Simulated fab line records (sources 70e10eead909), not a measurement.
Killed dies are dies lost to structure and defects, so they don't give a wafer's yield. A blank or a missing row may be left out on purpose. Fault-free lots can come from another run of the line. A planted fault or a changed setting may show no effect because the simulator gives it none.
Comparing a struck lot with a sound one ; flow nandHarc ; 14 out of 1302 route steps
Sound: these wafers, L684.2, L684.3, L684.4. Struck: wafers L698.1, L698.4 (left out: L698.6, a lot-mate that was not struck); the cause follows at the end.
At each step with rows: each side's tool, then ch and its chambers, then its first start. Under that, the readings that differ: sound wafers ; struck wafers ; difference of the means ; sigmas: that difference in standard deviations of wafers without a fault.
alike: readings whose means differ by less than 2 such deviations, and words and numbers that are the same on both sides. not compared: withheld readings, readings that some wafer has no value for, bounds like >300 that may hide the same value, and numbers for which the record gives no deviation and whose values overlap.
The two part at a step that has a row with sigmas, a row that says differs or no value, or rows on one side only. Numbers that don't overlap but have no deviation are shown without sigmas and don't part them. A reading missing from all wafers of one side parts the sides only when that side holds two or more wafers.

first, 1 step without rows for these wafers: NHARC_A_ONON_D1_DEP_00 (target thk 1000 nm).
NHARC_A_ONON_D1_THK_MEAS_02: measures by ellipsometry.
  sound on filmMetro-02 at day 8 21:26; struck on filmMetro-01 at day 15 01:40
  alike: thkNm
then NHARC_A_ONON_D1_DEP_03 (target thk 1000 nm), 1 step lacking rows for these wafers.
NHARC_A_ONON_D1_THK_MEAS_05: measures by ellipsometry.
  sound on filmMetro-01 at day 8 22:01; struck on filmMetro-02 at day 15 02:13
  alike: thkNm
then NHARC_A_ONON_D1_DEP_06 (target thk 1000 nm), 1 step lacking rows for these wafers.
NHARC_A_ONON_D1_THK_MEAS_08: measures by ellipsometry.
  sound on filmMetro-02 at day 8 22:35; struck on filmMetro-02 at day 15 02:47
  alike: thkNm
then NHARC_A_ONON_D1_DEP_09 (target thk 1000 nm), 1 step lacking rows for these wafers.
NHARC_A_ONON_D1_THK_MEAS_11: measures by ellipsometry.
  sound on filmMetro-01 at day 8 23:09; struck on filmMetro-01 at day 15 03:21
reading;sound;struck;difference;sigmas
thkNm (nm);1002 1002 999;978 978;-23;-2
then NHARC_A_ONON_D1_DEP_12 (target thk 1000 nm), 1 step lacking rows for these wafers.
NHARC_A_ONON_D1_THK_MEAS_14: measures by ellipsometry.
  sound on filmMetro-01 at day 8 23:43; struck on filmMetro-01 at day 15 03:55
  alike: thkNm
then, 1 step without rows for these wafers: NHARC_A_ONON_D1_ANNEAL_15 (time 3600 s).
NHARC_A_ONON_D1_DEP_16: target thk 1000 nm.
  sound on pecvdOnon-02 ch 0, day 9 07:01; struck on pecvdOnon-03 ch 0, day 15 12:50
NHARC_A_ONON_D1_THK_MEAS_18: measures by ellipsometry.
  sound on filmMetro-02 at day 9 07:29; struck on filmMetro-02 at day 15 13:20
reading;sound;struck;difference;sigmas
thkNm (nm);988 984 988;1038 1039;+52;+6
then NHARC_A_ONON_D1_DEP_19 (target thk 1000 nm), 1 step lacking rows for these wafers.

WHERE THEY PART
First at NHARC_A_ONON_D1_THK_MEAS_11; last, within this record, at NHARC_A_ONON_D1_THK_MEAS_18.

WHY: the cause the simulator had injected
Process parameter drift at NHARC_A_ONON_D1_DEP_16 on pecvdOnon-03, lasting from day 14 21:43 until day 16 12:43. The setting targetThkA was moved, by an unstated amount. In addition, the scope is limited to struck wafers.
